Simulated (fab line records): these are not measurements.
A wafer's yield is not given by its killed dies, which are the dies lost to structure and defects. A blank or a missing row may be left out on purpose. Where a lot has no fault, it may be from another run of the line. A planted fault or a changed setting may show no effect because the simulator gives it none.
Which tool did it? -- flow nand harc -- 24 lots with 72 wafers sampled at 3 steps, on a route of 1159 steps

WHAT EACH GAUGE READ, for each wafer
NHARC_A_M0_OVL_MEAS_10: pitch 160 nm.
lot,measured,on,overlay x nm (nm),overlay y nm (nm)
L074,day 17 18:17,overlay-01,1.4 0.6 0.4,-0.5 -1.1 -1.2
L078,day 17 18:46,overlay-01,1.0 0.8 0.9,-1.5 -1.3 -1.4
L075,day 17 21:47,overlay-02,1.4 1.1 1.7,0.5 0.9 0.9
L076,day 18 01:41,overlay-02,0.2 0.5 0.2,0.3 0.0 0.2
L079,day 18 07:47,overlay-02,-0.6 -0.9 -0.9,-0.2 0.4 0.2
L077,day 18 16:49,overlay-02,-0.1 0.2 0.4,0.3 0.4 0.4
L081,day 19 19:43,overlay-02,-1.6 -1.4 -1.2,0.0 0.7 0.4
L082,day 19 19:53,overlay-01,-1.3 -1.5 -1.0,0.0 -0.1 1.1
L080,day 19 21:22,overlay-02,0.1 0.8 0.5,-0.2 0.1 0.4
L084,day 20 00:22,overlay-01,-1.5 -0.8 -1.4,0.1 -0.5 0.1
L085,day 20 01:33,overlay-01,-0.5 -0.3 0.3,0.5 0.5 0.2
L086,day 20 05:04,overlay-01,1.3 1.0 0.9,0.6 0.9 0.4
L083,day 20 05:06,overlay-02,-0.5 -1.2 -0.5,-1.0 -1.4 -1.3
L087,day 20 08:32,overlay-01,-0.8 -0.9 -1.2,-1.2 -0.9 -0.1
L088,day 20 20:11,overlay-01,-0.3 -0.4 -0.1,-0.2 -1.1 -0.6
L090,day 20 20:27,overlay-01,-0.7 -0.5 -0.9,1.1 1.0 1.1
L089,day 21 15:47,overlay-01,0.9 0.0 0.8,0.0 0.6 -0.1
L094,day 22 05:28,overlay-02,0.6 0.8 0.8,-0.1 0.1 0.5
L091,day 22 06:20,overlay-01,-1.4 -1.9 -1.7,0.3 0.8 0.3
L092,day 22 13:40,overlay-01,-0.4 -0.2 -0.7,0.5 0.6 0.0
L093,day 22 21:13,overlay-01,-0.1 0.2 0.5,-0.3 -0.1 -0.3
L097,day 23 06:10,overlay-01,0.1 0.9 0.2,1.5 1.4 1.2
L095,day 23 15:06,overlay-01,0.7 1.1 0.9,-0.6 -0.5 -0.9
L096,day 23 21:16,overlay-02,-0.1 -0.4 -0.5,0.8 1.0 0.8

NHARC_A_M1_CD_MEAS_09 targets a cd of 120 nm.
lot,measured,on,cd nm (nm)
L074,day 17 22:15,cd sem-03,119.9 119.6 120.0
L078,day 17 22:44,cd sem-03,119.3 119.5 119.7
L075,day 18 01:53,cd sem-03,118.2 119.5 118.8
L076,day 18 05:40,cd sem-03,119.4 118.9 119.6
L079,day 18 11:50,cd sem-03,117.9 120.3 117.9
L077,day 18 20:55,cd sem-01,119.5 119.5 119.9
L081,day 19 23:33,cd sem-02,119.2 118.5 118.3
L082,day 19 23:59,cd sem-01,118.5 120.2 119.0
L080,day 20 01:49,cd sem-01,119.0 118.8 120.3
L084,day 20 04:29,cd sem-02,118.4 119.1 120.4
L085,day 20 05:59,cd sem-03,119.6 121.0 119.8
L086,day 20 09:19,cd sem-03,119.5 120.7 119.5
L083,day 20 09:28,cd sem-02,118.5 119.0 119.7
L087,day 20 12:31,cd sem-01,119.6 119.5 118.2
L088,day 21 00:19,cd sem-02,119.0 119.5 117.7
L090,day 21 00:35,cd sem-02,118.6 120.0 118.8
L089,day 21 19:48,cd sem-01,118.6 120.4 118.5
L094,day 22 10:11,cd sem-03,120.0 120.1 118.4
L091,day 22 10:34,cd sem-01,119.9 120.1 118.6
L092,day 22 18:45,cd sem-03,119.4 120.0 119.3
L093,day 23 01:02,cd sem-02,119.8 119.8 119.1
L097,day 23 10:11,cd sem-02,118.6 119.7 119.8
L095,day 23 19:11,cd sem-03,119.0 117.9 119.5
L096,day 24 01:35,cd sem-02,118.8 119.5 119.2

NHARC_A_M1_INSPECT_11.
lot,measured,on,raw defect count
L074,day 17 22:23,defect inspect-02,23 23 25
L078,day 17 22:52,defect inspect-01,13 18 11
L075,day 18 02:00,defect inspect-01,12 15 6
L076,day 18 05:47,defect inspect-02,40 33 27
L079,day 18 11:58,defect inspect-02,23 23 24
L077,day 18 21:02,defect inspect-02,41 25 35
L081,day 19 23:40,defect inspect-01,41 40 42
L082,day 20 00:07,defect inspect-02,28 28 30
L080,day 20 01:56,defect inspect-01,36 29 42
L084,day 20 04:37,defect inspect-01,35 34 30
L085,day 20 06:07,defect inspect-01,52 53 42
L086,day 20 09:26,defect inspect-01,37 35 35
L083,day 20 09:36,defect inspect-01,52 54 60
L087,day 20 12:39,defect inspect-02,34 30 33
L088,day 21 00:26,defect inspect-01,11 13 9
L090,day 21 00:43,defect inspect-02,61 47 68
L089,day 21 19:56,defect inspect-02,37 66 64
L094,day 22 10:19,defect inspect-01,31 37 29
L091,day 22 10:41,defect inspect-01,14 17 12
L092,day 22 18:52,defect inspect-02,38 38 28
L093,day 23 01:10,defect inspect-01,47 45 50
L097,day 23 10:19,defect inspect-02,35 36 42
L095,day 23 19:18,defect inspect-02,42 38 49
L096,day 24 01:42,defect inspect-02,22 22 20

WHAT TOOL EACH LOT RAN ON (gives the tool, then ch and the chambers of the sampled wafers, and finally the start)
The record shows no process step preceding these readings.

WHAT THE TOOLS THEMSELVES READ (means of the sampled wafers that have a number; where no wafer has one, the mark that the record gives instead)
The record holds no such reading with a usual standard deviation.

THE ANSWER, worked out from the rows above alone
Rule: the lots themselves supply what counts as usual. Put in order of their means at a reading, lots are off if they are a third of the lots or fewer, leave a main group of 4 or more, and stand apart from it by a gap of 3 or more times the standard deviation of the main group's means; of several such gaps the widest counts. If all means in a main group match to the digits the tables above print for the reading, that group is not used. A lot without any number at a reading at which 4 lots or more have one is off too. Any other lot the step has rows for is counted as sound. Order of review: gauges by route order, followed by the tools' own readings, for which a lot's mean as printed above is used. At the first step where some lot is off, the reading lying furthest off is the one used; lots without a number count as furthest.
Across all readings shown, no lot is off: no conclusion can be drawn from this.

WHAT THE SIMULATOR HAD PUT IN
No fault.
